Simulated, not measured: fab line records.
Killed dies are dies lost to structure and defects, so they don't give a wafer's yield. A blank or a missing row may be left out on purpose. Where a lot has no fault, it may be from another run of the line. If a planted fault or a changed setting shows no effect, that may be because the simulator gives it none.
Comparing a struck lot with a sound one + flow n5_finfet + 40 out of 1938 route steps
Sound: the wafers L894.1, L894.3, L894.4. Struck: wafers L884.2, L884.3, L884.6. The cause comes at the end.
Each step with rows lists, per side, the tool, then ch with its chambers, then its first start. Under that, the readings that differ: sound wafers + struck wafers + difference of the means + sigmas: that difference in standard deviations of wafers without a fault.
alike: readings with means less than 2 such deviations apart, plus words and numbers identical on both sides. not compared: withheld readings, readings lacking a value on some wafer, bounds such as >300 that could conceal the same value, and numbers that have no deviation in the record and whose values overlap.
Wherever a step has rows on one side only, a row that says differs or no value, or a row with sigmas, the two part there. Numbers that don't overlap but have no deviation are shown without sigmas and don't part them. Lack of a reading on every wafer of one side parts them only where that side has two or more wafers.

first, 9 steps without rows for these wafers: N5_BEOL_M5_DESCUM_33 (chemistry O2, time 7 s); N5_BEOL_M5_ETCH_75 (etches underlayer in N2/H2, target depth 6.5 nm, time 5.2 s); N5_BEOL_M5_ETCH_67 (etches SiARC in CF4, target depth 15.6 nm, time 26 s); N5_BEOL_M5_ETCH_68 (etches SOC in N2/H2, target depth 80 nm, overetch 16 nm, time 120 s); N5_BEOL_M5_STRIP_69 (strips in N2/H2); N5_BEOL_M5_STRIP_76 (strips in N2/H2); N5_BEOL_M5_VIA_ETCH_34 (etches SiCOH lowk in C4F6/O2, target depth 88.3 nm, time 39.2 s); N5_BEOL_M5_STRIP_85 (strips in C4F6/O2); N5_BEOL_M5_STRIP_36 (strips in N2/H2).
N5_BEOL_M5_TRENCH_ETCH_37: etches SiCOH lowk in C4F6/O2, target depth 71.652 nm, time 24.7 s.
  sound on rie_diel-01 ch 1,2,3, day 12 08:02; struck on rie_diel-02 ch 0,3, day 9 18:01
| reading                             | sound             | struck            | difference | sigmas |
|-------------------------------------|-------------------|-------------------|------------|--------|
| rf_fwd_power_W (W)                  | 337.7 342.9 341.2 | 256.0 259.2 256.5 | -83.4      | -49    |
| rf_vpp_V (V)                        | 634 655 671       | 724 781 726       | +90        | +5     |
| model.etch.depth_nm (nm)            | 69.88 69.11 72.41 | 63.11 62.8 62.9   | -7.53      |        |
| model.BEOL_M5.feature_depth_nm (nm) | 69.8 69.2 72.4    | 63.2 62.8 63      | -7.5       |        |
  alike: drypump_motor_current_A, oes_product_au, showerhead_plenum_p_Torr, throttle_valve_pct
  not compared: rf_hours_counter_h
then, 2 steps without rows for these wafers: N5_BEOL_M5_ETCH_41 (etches SiCN in CH3F/O2, target depth 31.5 nm, time 56.7 s); N5_BEOL_M5_STRIP_91 (strips in N2/H2, time 10 s).
N5_BEOL_M5_OCD_MEAS_38:
  sound on ocd-02, day 12 08:11; struck on ocd-01, day 9 18:10
| reading              | sound          | struck         | difference | sigmas |
|----------------------|----------------|----------------|------------|--------|
| trench_depth_nm (nm) | 69.1 69.3 72.0 | 63.3 62.7 63.1 | -7.1       | -4     |
then, 21 steps without rows for these wafers: N5_BEOL_M5_HM_STRIP_39 (strips TiN in peroxide tin strip, target depth 25 nm, time 158 s); N5_BEOL_M5_SRD_40 (time 30 s); N5_BEOL_M5_PRECLEAN_42 (cleans in residue remover, time 60 s); N5_BEOL_M5_SRD_43 (time 30 s); N5_BEOL_M5_CURE_80 (cures SiCOH lowk, time 120 s); N5_BEOL_M5_DEGAS_44 (time 60 s); N5_BEOL_M5_PRE_CLEAN_45 (time 30 s); N5_BEOL_M5_ALD_86 (deposits TaN, pulse time 2 s, purge time 3 s, co reactant purge time 2 s); N5_BEOL_M5_SURFACE_TREAT_87; N5_BEOL_M5_CVD_47 (deposits Co from CCTBA/H2, target thk 3 nm, time 216 s); N5_BEOL_M5_SPUTTER_48 (material Cu, target thk 15 nm, time 27.62 s); N5_BEOL_M5_ANNEAL_49 (time 1800 s); N5_BEOL_M5_SPUTTER_81 (material Cu, target thk 15 nm, time 27.62 s); N5_BEOL_M5_ANNEAL_82 (time 1800 s); N5_BEOL_M5_SPUTTER_83 (material Cu, target thk 15 nm, time 27.62 s); N5_BEOL_M5_ANNEAL_84 (time 1800 s); N5_BEOL_M5_SPUTTER_88 (material Cu, target thk 15 nm, time 27.62 s); N5_BEOL_M5_ANNEAL_89 (time 1800 s); N5_BEOL_M5_SPUTTER_90 (material Cu, target thk 4.5 nm, time 8.29 s); N5_BEOL_M5_ECD_50 (material Cu, target thk 300 nm); N5_BEOL_M5_ANNEAL_51 (time 90 s).
N5_BEOL_M5_CMP_52: polishes, stops on SiCOH lowk, t overpolish 6.9 s, target thk 62 nm.
  sound on cmp-02 ch 1,2,3, day 12 14:56; struck on cmp-02 ch 0,1, day 10 02:05
| reading                                | sound          | struck       | difference | sigmas |
|----------------------------------------|----------------|--------------|------------|--------|
| model.Cu_of_BEOL_M5_ECD_50.thk_nm (nm) | 58.8 58.2 64.8 | 54.8 56.2 54 | -5.6       |        |
  alike: barrier_field_endpoint_s, motor_current_A, overpolish_run_s, time_to_endpoint_s
N5_BEOL_M5_THK_MEAS_53: measures by xrf.
  sound on film_metro-02, day 12 15:14; struck on film_metro-02, day 10 02:23
| reading     | sound          | struck         | difference | sigmas |
|-------------|----------------|----------------|------------|--------|
| M5_THK (nm) | 59.6 58.8 66.0 | 56.2 57.4 54.9 | -5.3       | -2     |
then, 2 steps without rows for these wafers: N5_BEOL_M5_PRE_CLEAN_77 (time 15 s); N5_BEOL_M5_CO_CAP_78 (material Co, precursor CCTBA/H2, target thk 2 nm, time 102.1 s).
N5_BEOL_M5_RS_MEAS_57: the measuring method here is four-point-probe.
  sound on film_metro-02, day 12 15:29; struck on film_metro-02, day 10 02:38
| reading        | sound             | struck            | difference | sigmas |
|----------------|-------------------|-------------------|------------|--------|
| M5_RS (ohm/sq) | 0.413 0.419 0.367 | 0.450 0.437 0.459 | +0.049     | +3     |
-- the record jumps here: 4 days lie between the struck wafers' starts before and after (it left off in module BEOL_M5 and takes up again in module PASSIVATION, whose first step shown is number 1936 of the route) --
N5_PASSIVATION_PROBE_49:
  sound on prober-02, day 16 04:44; struck on prober-01, day 13 16:47
| reading            | sound    | struck   | difference | sigmas |
|--------------------|----------|----------|------------|--------|
| killed_at_M0_to_M3 | 38 50 43 | 17 30 10 | -25        | -3     |
  alike: defect_limited_yield, killed_at_M4_up, killed_at_contacts, killed_at_front_end, killed_at_other, killed_dies, killed_open, killed_short, sort_bin_5_function, sort_bin_6_memory, sort_bin_8_speed, sort_n_pass, sort_yield_pct

## WHERE THEY PART
At N5_BEOL_M5_TRENCH_ETCH_37 first; at N5_PASSIVATION_PROBE_49 last (within this record only).

WHY: the cause the simulator had injected
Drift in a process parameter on rie_diel-02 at N5_BEOL_M5_TRENCH_ETCH_37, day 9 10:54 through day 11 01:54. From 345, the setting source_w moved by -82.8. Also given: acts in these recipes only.
